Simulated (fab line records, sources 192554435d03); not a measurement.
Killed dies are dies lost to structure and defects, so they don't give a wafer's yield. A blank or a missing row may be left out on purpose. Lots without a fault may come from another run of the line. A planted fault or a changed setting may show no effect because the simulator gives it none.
Chamber matching | flow n5_finfet | N5_BEOL_M9_STRIP_19 on rie_diel-05: 4 sister chambers
The step strips in O2. 14 wafers are shown with their chamber, then 6 later ones without.

WAFERS WITH THEIR CHAMBER
wafer  | chamber | drypump_motor_current_A (A) | oes_product_au (a.u.) | throttle_valve_pct (%)
L276.1 | 1       | 6.0                         | 0.72                  | 16.73
L276.4 | 2       | 5.0                         | 0.72                  | 16.69
L276.5 | 3       | 5.8                         | 0.90                  | 16.58
L274.3 | 3       | 5.8                         | 0.92                  | 16.58
L274.5 | 3       | 5.8                         | 0.92                  | 16.56
L274.6 | 1       | 6.0                         | 0.73                  | 16.72
L279.1 | 0       | 6.1                         | 0.97                  | 16.46
L279.6 | 3       | 5.7                         | 0.89                  | 16.58
L281.2 | 1       | 6.0                         | 0.71                  | 16.74
L281.3 | 0       | 6.1                         | 0.97                  | 16.44
L281.6 | 1       | 6.0                         | 0.71                  | 16.73
L284.2 | 0       | 6.1                         | 0.95                  | 16.47
L284.4 | 2       | 5.0                         | 0.70                  | 16.72
L284.5 | 2       | 5.0                         | 0.70                  | 16.72

SIGNATURES (means of the wafers above)
reading                 | chamber 0 | chamber 1 | chamber 2 | chamber 3 | scatter within a chamber
drypump_motor_current_A | 6.100     | 6.000     | 5.000     | 5.775     | 0.0274
oes_product_au          | 0.9633    | 0.7175    | 0.7067    | 0.9075    | 0.0122
throttle_valve_pct      | 16.4567   | 16.7300   | 16.7100   | 16.5750   | 0.0125
Rule: a wafer's distance from a chamber is the root of the sum, over the readings, of the square of ((its reading less the chamber's mean) divided by the reading's scatter). The wafer belongs to the nearest chamber; if the next one is less than 2 further off, it can't be placed. The scatter: the root of (the sum of the squares of (reading less its chamber's mean) over the shown wafers, divided by (wafers less chambers)).

WAFERS WITHOUT THEIR CHAMBER
wafer  | drypump_motor_current_A (A) | oes_product_au (a.u.) | throttle_valve_pct (%)
L285.3 | 6.1                         | 0.93                  | 16.47
L285.4 | 6.0                         | 0.71                  | 16.76
L285.5 | 5.8                         | 0.87                  | 16.62
L286.1 | 5.7                         | 0.87                  | 16.61
L286.3 | 6.1                         | 0.94                  | 16.45
L286.4 | 6.0                         | 0.70                  | 16.77

WHICH CHAMBER EACH WENT THROUGH
wafer  | from the rows above | in truth
L285.3 | 0                   | 0
L285.4 | 1                   | 1
L285.5 | 3                   | 3
L286.1 | 3                   | 3
L286.3 | 0                   | 0
L286.4 | 1                   | 1
Placed correctly: 6 of 6. Can't be placed from these rows: 0. Placed wrongly: 0.
